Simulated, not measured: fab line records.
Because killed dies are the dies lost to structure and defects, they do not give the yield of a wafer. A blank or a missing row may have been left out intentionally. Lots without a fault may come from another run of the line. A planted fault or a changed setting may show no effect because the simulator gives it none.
fab line records	flow n5-finfet	part 1 of 2: steps 1 to 4 of 6
record lots=23	wafers=69	last-day=17
route steps=1938 shown BEOL_M11@1568 BEOL_M12@1637
lots that met no fault: taken from a fault-free run of the same line
start-h: hours from the record's opening day to when the first of the lot's shown wafers began	wait-h: hours from the lot's prior step to this one	" the same as in the row above	L1.1+2: a single row standing in for several wafers	- value missing, or start not given	* or withheld: withheld	< > ~ a bound
route shown NAME@n: a module of which the file shows steps, and the number in the route of the first	usual: the fault-free wafers' mean and standard deviation	same: alike in all rows	chamber/n: place in a boat	sites: readings site by site	_std_site: their standard deviation	_edge_site: the outer-site mean with the inner-site mean subtracted	radius-mm: how far each site lies from the wafer's centre	mask NAME#n: copy n	behind: the most recent tool/chamber to have shaped the wafer	hold: why the lot was held/for how many hours/how that ended	device: which transistor (n, p or np) failed to switch	end of line: tests run on the same wafers once the route is complete	for a step that has no rows: nothing shown but its recipe	killed: the dies lost at the first sort to structure and to defects; this is not the yield of the wafer	map: per-die view of a wafer (x killed, . not killed, _ where there is no die)
set.NAME: the run value of the setting; set.NAME@STEP: its run value at that earlier step	model.NAME: the simulator's own value behind a step, which no gauge read
route steps across a sampled set of lots; one table per step, one row per wafer
services: a tool's chamber out of use, with start hour (start-h, from the record's first day; less than 0 if before it), hours out, and reason
## steps
# step N5_BEOL_M11_CD_MEAS_28
# recipe target-cd-nm=70	landing-energy-ev=500	detector=se-inlens	polarity=opening
# usual cd-nm=70.0/0.85
lot.wafer	tool	chamber	start-h	wait-h	cd-nm
L074.2	cd-sem-02	0	232.24	-	71.6
L074.3	"	0	"	"	69.0
L074.5	"	0	"	"	69.8
L076.1	cd-sem-01	0	235.81	-	69.6
L076.2	"	0	"	"	70.9
L076.5	"	0	"	"	69.6
L075.2	cd-sem-03	0	244.94	-	71.1
L075.3	"	0	"	"	69.9
L075.4	"	0	"	"	70.0
L077.1	cd-sem-03	0	253.22	-	71.0
L077.2	"	0	"	"	69.8
L077.3	"	0	"	"	70.2
L078.2	cd-sem-02	0	253.39	-	68.9
L078.3	"	0	"	"	69.9
L078.6	"	0	"	"	69.8
L079.1	cd-sem-02	0	263.01	-	68.9
L079.4	"	0	"	"	68.9
L079.5	"	0	"	"	68.6
L080.2	cd-sem-01	0	267.54	-	71.0
L080.3	"	0	"	"	70.2
L080.6	"	0	"	"	70.0
L081.1	cd-sem-02	0	276.87	-	70.1
L081.3	"	0	"	"	69.3
L081.6	"	0	"	"	70.2
L083.1	cd-sem-01	0	283.25	-	70.9
L083.2	"	0	"	"	70.7
L083.6	"	0	"	"	70.9
L082.2	cd-sem-03	0	283.53	-	70.5
L082.3	"	0	"	"	69.3
L082.5	"	0	"	"	70.7
L084.2	cd-sem-03	0	291.83	-	70.8
L084.3	"	0	"	"	70.5
L084.6	"	0	"	"	70.1
L085.1	cd-sem-03	0	311.42	-	68.9
L085.2	"	0	"	"	70.2
L085.3	"	0	"	"	70.0
L086.3	cd-sem-01	0	311.59	-	70.0
L086.5	"	0	"	"	70.2
L086.6	"	0	"	"	71.7
L087.3	cd-sem-01	0	318.48	-	71.3
L087.4	"	0	"	"	71.4
L087.5	"	0	"	"	71.5
L091.2	cd-sem-02	0	318.65	-	68.1
L091.3	"	0	"	"	69.4
L091.6	"	0	"	"	67.9
L090.3	cd-sem-02	0	324.15	-	70.3
L090.4	"	0	"	"	70.2
L090.5	"	0	"	"	69.3
L089.1	cd-sem-02	0	327.73	-	70.2
L089.2	"	0	"	"	69.8
L089.6	"	0	"	"	70.1
L094.1	cd-sem-03	0	349.62	-	68.5
L094.2	"	0	"	"	68.9
L094.4	"	0	"	"	69.1
L092.1	cd-sem-01	0	349.78	-	69.6
L092.2	"	0	"	"	70.8
L092.5	"	0	"	"	70.3
L093.1	cd-sem-01	0	354.55	-	70.8
L093.2	"	0	"	"	70.7
L093.5	"	0	"	"	69.5
L095.1	cd-sem-02	0	354.72	-	71.6
L095.3	"	0	"	"	69.6
L095.6	"	0	"	"	69.8
L097.1	cd-sem-01	0	366.18	-	70.7
L097.4	"	0	"	"	69.9
L097.6	"	0	"	"	69.0
L096.2	cd-sem-03	0	366.59	-	69.3
L096.5	"	0	"	"	69.0
L096.6	"	0	"	"	69.4
# step N5_BEOL_M11_ETCH_66
# recipe chemistry=N2/H2	target=SOC	target-depth-a=1200	overetch-a=240	mask-material=SiARC	temp-c=40	time-s=180	ion-energy-ev=200	pressure-mtorr=30	source-w=840	bias-w=150	n2-flow-sccm=200	h2-flow-sccm=200
# usual drypump-motor-current-A=5.7/0.4	oes-product-au=0.64/0.05	rf-vpp-V=524.9/2.7	showerhead-plenum-p-Torr=2.58/0.094	throttle-valve-pct=17.73/0.21
lot.wafer	tool	chamber	start-h	wait-h	drypump-motor-current-A	oes-product-au	rf-hours-counter-h	rf-vpp-V	showerhead-plenum-p-Torr	throttle-valve-pct
L074.2	rie-diel-04	0	232.42	0.0	5.1	0.60	172	523.1	2.51	17.62
L074.3	"	2	"	"	5.6	0.71	29	528.4	2.69	17.34
L074.5	"	3	"	"	5.7	0.73	-	528.9	2.69	17.50
L076.1	rie-diel-04	3	236.30	0.0	5.7	0.73	15	526.6	2.69	17.49
L076.2	"	0	"	"	5.1	0.60	174	522.9	2.51	17.61
L076.5	"	0	"	"	5.1	0.61	-	524.2	2.51	17.62
L075.2	rie-diel-05	0	245.11	0.0	5.9	0.73	28	525.2	2.60	17.84
L075.3	"	2	"	"	5.3	0.63	127	525.0	2.57	18.13
L075.4	"	3	"	"	6.2	0.57	242	526.3	2.61	17.93
L077.1	rie-diel-01	2	253.40	0.0	5.1	0.63	131	521.0	2.44	17.90
L077.2	"	3	"	"	6.0	0.61	177	523.4	2.53	17.62
L077.3	"	1	"	"	6.3	0.66	89	520.7	2.47	17.68
L078.2	rie-diel-05	2	253.94	0.0	5.3	0.62	130	524.4	2.57	18.12
L078.3	"	1	"	"	6.1	0.62	131	522.3	2.44	17.83
L078.6	"	3	"	"	6.2	0.57	-	525.7	2.61	17.93
L079.1	rie-diel-01	0	263.18	0.0	6.1	0.58	208	525.8	2.62	17.82
L079.4	"	2	"	"	5.2	0.63	134	521.0	2.44	17.90
L079.5	"	0	"	"	6.1	0.58	-	526.4	2.62	17.82
L080.2	rie-diel-01	0	267.88	0.0	6.1	0.58	210	527.2	2.62	17.82
L080.3	"	2	"	"	5.2	0.62	136	522.0	2.44	17.92
L080.6	"	2	"	"	5.1	0.63	-	521.9	2.44	17.90
L081.1	rie-diel-04	2	277.04	0.0	5.6	0.69	35	528.1	2.69	17.37
L081.3	"	1	"	"	5.9	0.66	80	528.0	2.68	17.86
L081.6	"	0	"	"	5.1	0.59	-	522.9	2.51	17.65
L083.1	rie-diel-04	0	283.42	0.0	5.1	0.59	189	522.4	2.50	17.65
L083.2	"	2	"	"	5.6	0.69	37	527.4	2.69	17.36
L083.6	"	2	"	"	5.6	0.70	-	527.6	2.69	17.37
L082.2	rie-diel-04	1	283.89	0.0	5.8	0.66	83	526.6	2.68	17.86
L082.3	"	3	"	"	5.7	0.70	31	528.8	2.68	17.52
L082.5	"	2	"	"	5.6	0.69	-	527.8	2.69	17.36
L084.2	rie-diel-01	1	292.00	0.0	6.3	0.64	102	522.6	2.46	17.70
L084.3	"	0	"	"	6.1	0.57	218	525.3	2.62	17.83
L084.6	"	1	"	"	6.3	0.64	-	522.7	2.46	17.70
L085.1	rie-diel-04	2	311.59	0.0	5.6	0.68	46	527.3	2.69	17.38
L085.2	"	3	"	"	5.7	0.69	40	528.1	2.68	17.56
L085.3	"	1	"	"	5.8	0.65	90	526.5	2.68	17.89
L086.3	rie-diel-05	1	311.77	0.0	6.1	0.61	152	520.1	2.43	17.88
L086.5	"	1	"	"	6.1	0.61	-	521.0	2.43	17.89
L086.6	"	2	"	"	5.3	0.61	-	523.5	2.56	18.14
L087.3	rie-diel-05	2	318.65	0.0	5.3	0.62	152	525.2	2.56	18.16
L087.4	"	1	"	"	6.1	0.61	154	521.8	2.43	17.88
L087.5	"	2	"	"	5.3	0.60	-	523.7	2.56	18.15
L091.2	rie-diel-01	1	318.82	0.0	6.3	0.63	110	523.0	2.46	17.71
L091.3	"	3	"	"	6.0	0.60	197	523.5	2.52	17.65
L091.6	"	2	"	"	5.2	0.62	-	521.4	2.43	17.95
L090.3	rie-diel-04	0	324.32	0.0	5.1	0.58	200	523.7	2.50	17.66
L090.4	"	1	"	"	5.8	0.65	94	528.5	2.67	17.88
L090.5	"	2	"	"	5.6	0.68	-	527.4	2.68	17.38
L089.1	rie-diel-04	3	327.91	0.0	5.7	0.69	44	528.0	2.68	17.54
L089.2	"	1	"	"	5.8	0.65	95	528.1	2.67	17.88
L089.6	"	0	"	"	5.1	0.58	-	523.6	2.50	17.65
L094.1	rie-diel-04	2	349.79	0.0	5.6	0.67	58	525.3	2.68	17.39
L094.2	"	1	"	"	5.8	0.64	103	526.3	2.67	17.91
L094.4	"	1	"	"	5.8	0.64	-	527.0	2.67	17.89
L092.1	rie-diel-01	1	349.96	0.0	6.3	0.62	120	520.6	2.46	17.73
L092.2	"	3	"	"	6.0	0.59	207	522.6	2.51	17.67
L092.5	"	0	"	"	6.1	0.56	-	526.4	2.61	17.86
L093.1	rie-diel-04	2	354.72	0.0	5.6	0.66	60	527.6	2.68	17.40
L093.2	"	3	"	"	5.7	0.67	53	528.7	2.67	17.56
L093.5	"	1	"	"	5.8	0.64	-	526.6	2.67	17.92
L095.1	rie-diel-05	2	355.23	0.0	5.3	0.60	162	522.9	2.56	18.16
L095.3	"	3	"	"	6.2	0.75	16	524.5	2.60	17.51
L095.6	"	3	"	"	6.2	0.74	-	525.1	2.60	17.52
L097.1	rie-diel-01	0	366.35	0.0	6.1	0.57	242	525.7	2.61	17.89
L097.4	"	1	"	"	6.3	0.62	126	521.4	2.45	17.73
L097.6	"	0	"	"	6.1	0.57	-	525.7	2.61	17.87
L096.2	rie-diel-01	3	366.88	0.0	6.0	0.58	213	525.1	2.51	17.70
L096.5	"	2	"	"	5.1	0.61	-	521.1	2.43	17.95
L096.6	"	3	"	"	6.0	0.59	-	522.8	2.51	17.69
# step N5_BEOL_M11_STRIP_36
# recipe chemistry=N2/H2	power-w=450	temp-c=40	pressure-mtorr=20	rf-frequency-hz=6e+07	overash-fraction=0.3	bias-power-w=7	h2-frac=0.5	n2-flow-sccm=200	h2-flow-sccm=200
# usual drypump-motor-current-A=5.7/0.4	oes-product-au=0.80/0.068	rf-vpp-V=59.3/2	showerhead-plenum-p-Torr=2.57/0.094	throttle-valve-pct=23.54/0.27
lot.wafer	tool	chamber	start-h	wait-h	drypump-motor-current-A	oes-product-au	rf-hours-counter-h	rf-vpp-V	showerhead-plenum-p-Torr	throttle-valve-pct
L074.2	rie-diel-04	0	232.60	0.0	5.1	0.76	172	58.1	2.51	23.31
L074.3	"	2	"	"	5.6	0.88	29	62.7	2.69	23.04
L074.5	"	3	"	"	5.7	0.90	-	60.0	2.69	23.34
L076.1	rie-diel-04	3	236.49	0.0	5.7	0.91	16	59.9	2.69	23.36
L076.2	"	0	"	"	5.1	0.75	174	59.9	2.51	23.35
L076.5	"	0	"	"	5.1	0.75	-	56.8	2.51	23.31
L075.2	rie-diel-05	0	245.30	0.0	5.9	0.93	28	61.2	2.59	23.83
L075.3	"	2	"	"	5.3	0.78	127	56.4	2.57	23.92
L075.4	"	3	"	"	6.3	0.71	242	58.6	2.60	23.69
L077.1	rie-diel-01	2	253.58	0.0	5.2	0.77	131	58.9	2.44	23.77
L077.2	"	3	"	"	6.0	0.77	177	57.1	2.52	23.23
L077.3	"	1	"	"	6.3	0.80	89	61.9	2.46	23.66
L078.2	rie-diel-05	2	254.12	0.0	5.3	0.78	130	61.7	2.57	23.96
L078.3	"	1	"	"	6.1	0.75	131	58.6	2.44	23.62
L078.6	"	3	"	"	6.2	0.69	-	58.9	2.60	23.72
L079.1	rie-diel-01	0	263.37	0.0	6.1	0.73	208	57.3	2.62	23.68
L079.4	"	2	"	"	5.2	0.79	134	60.3	2.44	23.81
L079.5	"	0	"	"	6.1	0.73	-	60.0	2.62	23.72
L080.2	rie-diel-01	0	268.06	0.0	6.1	0.72	210	58.1	2.62	23.70
L080.3	"	2	"	"	5.1	0.77	136	59.2	2.44	23.74
L080.6	"	2	"	"	5.1	0.78	-	59.3	2.44	23.79
L081.1	rie-diel-04	2	277.23	0.0	5.6	0.87	35	60.2	2.69	23.06
L081.3	"	1	"	"	5.8	0.83	80	61.6	2.68	23.78
L081.6	"	0	"	"	5.1	0.74	-	60.3	2.50	23.35
L083.1	rie-diel-04	0	283.61	0.0	5.1	0.74	189	59.9	2.50	23.37
L083.2	"	2	"	"	5.6	0.87	38	58.6	2.69	23.05
L083.6	"	2	"	"	5.6	0.88	-	59.3	2.69	23.05
L082.2	rie-diel-04	1	284.07	0.0	5.9	0.81	83	57.3	2.68	23.80
L082.3	"	3	"	"	5.7	0.88	31	57.8	2.68	23.35
L082.5	"	2	"	"	5.6	0.88	-	60.1	2.69	23.07
L084.2	rie-diel-01	1	292.19	0.0	6.3	0.81	103	62.7	2.46	23.63
L084.3	"	0	"	"	6.1	0.72	218	56.8	2.61	23.67
L084.6	"	1	"	"	6.3	0.79	-	57.6	2.46	23.67
L085.1	rie-diel-04	2	311.78	0.0	5.6	0.85	46	56.6	2.68	23.08
L085.2	"	3	"	"	5.7	0.86	40	56.3	2.68	23.36
L085.3	"	1	"	"	5.8	0.82	90	60.1	2.67	23.78
L086.3	rie-diel-05	1	311.95	0.0	6.2	0.75	152	56.9	2.43	23.67
L086.5	"	1	"	"	6.2	0.75	-	57.0	2.43	23.65
L086.6	"	2	"	"	5.3	0.76	-	55.5	2.56	23.96
L087.3	rie-diel-05	2	318.84	0.0	5.3	0.75	152	58.1	2.56	23.99
L087.4	"	1	"	"	6.1	0.75	154	60.0	2.43	23.66
L087.5	"	2	"	"	5.3	0.74	-	58.2	2.56	23.95
L091.2	rie-diel-01	1	319.00	0.0	6.3	0.80	111	60.4	2.45	23.64
L091.3	"	3	"	"	6.0	0.74	197	55.1	2.51	23.28
L091.6	"	2	"	"	5.1	0.77	-	56.8	2.43	23.80
L090.3	rie-diel-04	0	324.51	0.0	5.2	0.73	200	57.8	2.50	23.35
L090.4	"	1	"	"	5.9	0.83	94	61.0	2.67	23.81
L090.5	"	2	"	"	5.6	0.86	-	60.3	2.68	23.08
L089.1	rie-diel-04	3	328.09	0.0	5.7	0.86	44	61.8	2.67	23.36
L089.2	"	1	"	"	5.9	0.81	95	59.3	2.67	23.76
L089.6	"	0	"	"	5.1	0.72	-	62.9	2.49	23.38
L094.1	rie-diel-04	2	349.98	0.0	5.6	0.84	58	57.6	2.68	23.05
L094.2	"	1	"	"	5.9	0.80	103	58.8	2.67	23.82
L094.4	"	1	"	"	5.9	0.79	-	59.3	2.67	23.82
L092.1	rie-diel-01	1	350.14	0.0	6.4	0.77	120	60.4	2.45	23.65
L092.2	"	3	"	"	6.0	0.72	207	56.2	2.51	23.31
L092.5	"	0	"	"	6.1	0.69	-	57.0	2.60	23.68
L093.1	rie-diel-04	2	354.91	0.0	5.6	0.84	60	63.3	2.68	23.09
L093.2	"	3	"	"	5.7	0.85	53	64.3	2.67	23.39
L093.5	"	1	"	"	5.9	0.80	-	60.7	2.67	23.89
L095.1	rie-diel-05	2	355.42	0.0	5.3	0.73	162	58.7	2.55	23.97
L095.3	"	3	"	"	6.2	0.95	16	56.7	2.59	23.36
L095.6	"	3	"	"	6.2	0.94	-	59.4	2.59	23.35
L097.1	rie-diel-01	0	366.54	0.0	6.0	0.70	242	60.8	2.60	23.70
L097.4	"	1	"	"	6.3	0.77	126	59.3	2.45	23.66
L097.6	"	0	"	"	6.1	0.69	-	59.5	2.60	23.70
L096.2	rie-diel-01	3	367.07	0.0	6.0	0.73	213	59.3	2.51	23.29
L096.5	"	2	"	"	5.1	0.75	-	62.7	2.42	23.82
L096.6	"	3	"	"	6.0	0.72	-	60.1	2.51	23.27
# step N5_BEOL_M11_STRIP_77
# recipe chemistry=N2/H2	time-s=10	power-w=450	temp-c=40	pressure-mtorr=20	rf-frequency-hz=6e+07	bias-power-w=7	n2-flow-sccm=200	h2-flow-sccm=200
# usual drypump-motor-current-A=5.7/0.39	oes-product-au=0.80/0.067	rf-vpp-V=59.3/0.82	showerhead-plenum-p-Torr=2.57/0.094	throttle-valve-pct=23.54/0.27
lot.wafer	tool	chamber	start-h	wait-h	drypump-motor-current-A	oes-product-au	rf-hours-counter-h	rf-vpp-V	showerhead-plenum-p-Torr	throttle-valve-pct
L074.2	rie-diel-04	0	-	-	5.1	0.75	172	58.6	2.51	23.33
L074.3	"	2	"	"	5.5	0.89	29	60.1	2.69	23.04
L074.5	"	3	"	"	5.7	0.92	-	59.1	2.69	23.34
L076.1	rie-diel-04	3	-	-	5.7	0.91	16	60.3	2.69	23.36
L076.2	"	0	"	"	5.1	0.74	174	59.6	2.51	23.33
L076.5	"	0	"	"	5.1	0.75	-	58.5	2.51	23.32
L075.2	rie-diel-05	0	-	-	5.9	0.90	29	58.3	2.59	23.81
L075.3	"	2	"	"	5.3	0.78	128	58.9	2.57	23.93
L075.4	"	3	"	"	6.3	0.70	242	58.4	2.60	23.71
L077.1	rie-diel-01	2	-	-	5.2	0.78	131	58.5	2.44	23.78
L077.2	"	3	"	"	6.0	0.76	177	59.0	2.52	23.24
L077.3	"	1	"	"	6.4	0.82	89	57.5	2.46	23.64
L078.2	rie-diel-05	2	-	-	5.3	0.77	130	59.9	2.57	23.94
L078.3	"	1	"	"	6.1	0.77	131	58.6	2.44	23.64
L078.6	"	3	"	"	6.2	0.71	-	60.5	2.60	23.69
L079.1	rie-diel-01	0	-	-	6.0	0.72	208	59.4	2.62	23.68
L079.4	"	2	"	"	5.2	0.77	134	57.5	2.44	23.77
L079.5	"	0	"	"	6.0	0.72	-	60.2	2.62	23.67
L080.2	rie-diel-01	0	-	-	6.1	0.71	210	59.7	2.62	23.68
L080.3	"	2	"	"	5.2	0.77	136	59.1	2.44	23.77
L080.6	"	2	"	"	5.2	0.78	-	59.1	2.44	23.77
L081.1	rie-diel-04	2	-	-	5.6	0.88	35	59.0	2.69	23.06
L081.3	"	1	"	"	5.9	0.81	80	59.2	2.68	23.79
L081.6	"	0	"	"	5.1	0.73	-	59.9	2.50	23.36
L083.1	rie-diel-04	0	-	-	5.1	0.74	189	58.7	2.50	23.35
L083.2	"	2	"	"	5.6	0.87	38	59.2	2.69	23.04
L083.6	"	2	"	"	5.6	0.87	-	60.1	2.69	23.07
L082.2	rie-diel-04	1	-	-	5.8	0.82	83	58.3	2.68	23.77
L082.3	"	3	"	"	5.7	0.88	31	59.2	2.68	23.36
L082.5	"	2	"	"	5.6	0.89	-	60.3	2.69	23.06
L084.2	rie-diel-01	1	-	-	6.3	0.80	103	59.4	2.46	23.67
L084.3	"	0	"	"	6.1	0.72	218	58.7	2.61	23.69
L084.6	"	1	"	"	6.3	0.80	-	60.0	2.46	23.67
L085.1	rie-diel-04	2	-	-	5.6	0.86	46	59.8	2.68	23.06
L085.2	"	3	"	"	5.7	0.87	40	59.1	2.68	23.37
L085.3	"	1	"	"	5.9	0.81	90	60.5	2.67	23.79
L086.3	rie-diel-05	1	-	-	6.2	0.75	152	59.1	2.43	23.65
L086.5	"	1	"	"	6.1	0.75	-	61.0	2.43	23.65
L086.6	"	2	"	"	5.3	0.76	-	59.8	2.56	23.96
L087.3	rie-diel-05	2	-	-	5.3	0.76	152	59.7	2.56	23.97
L087.4	"	1	"	"	6.1	0.75	154	60.4	2.43	23.66
L087.5	"	2	"	"	5.3	0.76	-	59.2	2.56	23.96
L091.2	rie-diel-01	1	-	-	6.3	0.79	111	57.2	2.46	23.66
L091.3	"	3	"	"	6.0	0.75	197	59.6	2.51	23.27
L091.6	"	2	"	"	5.1	0.76	-	59.3	2.43	23.81
L090.3	rie-diel-04	0	-	-	5.1	0.72	201	60.2	2.50	23.36
L090.4	"	1	"	"	5.8	0.80	94	59.5	2.67	23.81
L090.5	"	2	"	"	5.6	0.85	-	60.1	2.68	23.07
L089.1	rie-diel-04	3	-	-	5.7	0.86	44	59.9	2.67	23.38
L089.2	"	1	"	"	5.8	0.80	95	57.7	2.67	23.79
L089.6	"	0	"	"	5.1	0.73	-	58.4	2.50	23.36
L094.1	rie-diel-04	2	-	-	5.6	0.85	58	58.7	2.68	23.06
L094.2	"	1	"	"	5.9	0.79	103	59.6	2.67	23.79
L094.4	"	1	"	"	5.9	0.79	-	59.2	2.67	23.80
L092.1	rie-diel-01	1	-	-	6.3	0.77	120	57.4	2.45	23.68
L092.2	"	3	"	"	6.0	0.73	207	59.1	2.51	23.28
L092.5	"	0	"	"	6.1	0.69	-	57.5	2.60	23.72
L093.1	rie-diel-04	2	-	-	5.6	0.84	60	59.4	2.68	23.09
L093.2	"	3	"	"	5.7	0.85	53	58.7	2.67	23.38
L093.5	"	1	"	"	5.9	0.80	-	59.4	2.67	23.81
L095.1	rie-diel-05	2	-	-	5.3	0.75	163	57.8	2.55	23.98
L095.3	"	3	"	"	6.2	0.94	16	60.0	2.59	23.36
L095.6	"	3	"	"	6.2	0.94	-	60.0	2.59	23.38
L097.1	rie-diel-01	0	-	-	6.1	0.70	242	59.5	2.60	23.71
L097.4	"	1	"	"	6.4	0.77	126	58.7	2.45	23.68
L097.6	"	0	"	"	6.1	0.70	-	60.0	2.60	23.72
L096.2	rie-diel-01	3	-	-	6.0	0.73	213	59.7	2.51	23.29
L096.5	"	2	"	"	5.2	0.75	-	59.7	2.42	23.80
L096.6	"	3	"	"	6.0	0.72	-	59.5	2.51	23.30
